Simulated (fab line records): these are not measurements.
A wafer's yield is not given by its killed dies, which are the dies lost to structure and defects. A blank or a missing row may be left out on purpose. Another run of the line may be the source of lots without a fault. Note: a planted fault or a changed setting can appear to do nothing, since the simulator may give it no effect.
A lot that was struck, set against a sound lot | flow n5 finfet | 21 out of 1938 route steps
Sound: these wafers, L713.3, L713.4, L713.5. Struck: wafers L702.1, L702.3, L702.6. Last of all comes the cause.
At each step with rows: each side's tool, then ch and its chambers, then its first start. Under that, the readings that differ: sound wafers | struck wafers | difference of the means | sigmas: that difference in standard deviations of wafers without a fault.
alike: readings with means less than 2 such deviations apart, plus words and numbers identical on both sides. not compared: withheld readings, readings lacking a value on some wafer, bounds such as >300 that could conceal the same value, and numbers that have no deviation in the record and whose values overlap.
A row with sigmas, a row that says differs or no value, or rows on one side alone: a step with any of these is where the two part. Numbers that have no deviation but don't overlap get no sigmas and don't part them. A reading missing from all wafers of one side parts the sides only when that side holds two or more wafers.

first, 8 steps without rows for these wafers: N5_BEOL_M1_PRE_CLEAN_60 (time 15 s); N5_BEOL_M1_CO_CAP_55 (material Co, precursor CCTBA/H2, target thk 2 nm, time 102.1 s); N5_BEOL_M1_PRE_CLEAN_56 (time 15 s); N5_BEOL_M1_DEP_57 (deposits SiCN from 3MS/NH3, target thk 8 nm, time 14 s); N5_BEOL_M2_ILD_DEP_00 (deposits SiOC from DEMS/O2, target thk 79 nm, time 15.3 s); N5_BEOL_M2_PECVD_72 (deposits SiO2 from TEOS/O2, target thk 16 nm, time 18 s); N5_BEOL_M2_HM_DEP_02 (deposits TiN, target thk 20 nm); N5_BEOL_M2_COAT_61 (time 60 s, resist thk 60 nm).
N5_BEOL_M2_COAT_62: time 60 s, resist thk 12 nm.
  sound on litho track-02 ch 0, day 12 09:09; struck on litho track-03 ch 0, day 9 16:11
  reading              | sound                | struck               | difference | sigmas
  spin speed rpm (rpm) | 1499.4 1500.2 1499.7 | 1450.0 1450.1 1450.3 | -49.6      | -50
  alike: resist line temp C
then, 9 steps without rows for these wafers: N5_BEOL_M2_COAT_73 (time 60 s, resist thk 5 nm); N5_BEOL_M2_COAT_05 (resist thk 30 nm); N5_BEOL_M2_EBR_07; N5_BEOL_M2_SOFTBAKE_06 (time 60 s); N5_BEOL_M2_EXPOSE_08 (exposes mask M2); N5_BEOL_M2_PEB_09 (peb time 60 s); N5_BEOL_M2_DEVELOP_10 (develop time 30 s); N5_BEOL_M2_DESCUM_16 (chemistry O2, time 7 s); N5_BEOL_M2_ETCH_74 (etches underlayer in N2/H2, target depth 6.5 nm, time 5.2 s).
N5_BEOL_M2_ETCH_63: etches SiARC in CF4, target depth 15.6 nm, time 26 s.
  sound on rie diel-03 ch 2,3, day 12 09:35; struck on rie diel-03 ch 1,2,3, day 9 16:48
  reading                  | sound          | struck           | difference | sigmas
  model.etch.depth nm (nm) | 12.02 11.97 12 | 12.22 12.16 12.2 | +0.20      |
  alike: chamber pressure mTorr, drypump motor current A, etch rf on time s, oes product au, rf vpp V, showerhead plenum p Torr, throttle valve pct
  not compared: rf hours counter h
then, 1 step without rows for these wafers: N5_BEOL_M2_ETCH_64 (etches SOC in N2/H2, target depth 75 nm, overetch 22.5 nm, time 121.9 s).
N5_BEOL_M4_RC_MEAS_101:
  sound on prober-02 ch 0, day 13 15:06; struck on prober-02 ch 0, day 10 17:12
  alike: DIBL_N, DIBL_P, IOFF_N, IOFF_P, ION_N, ION_P, SS_N, SS_P, VT_N, VT_P

## WHERE THEY PART
Only at N5_BEOL_M2_COAT_62, within this record. Later steps at which nothing parts them and some readings are alike: N5_BEOL_M2_ETCH_63, N5_BEOL_M4_RC_MEAS_101.

WHY: what the simulator had put in
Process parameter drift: litho track-03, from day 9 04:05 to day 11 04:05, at N5_BEOL_M2_COAT_62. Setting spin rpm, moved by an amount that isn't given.
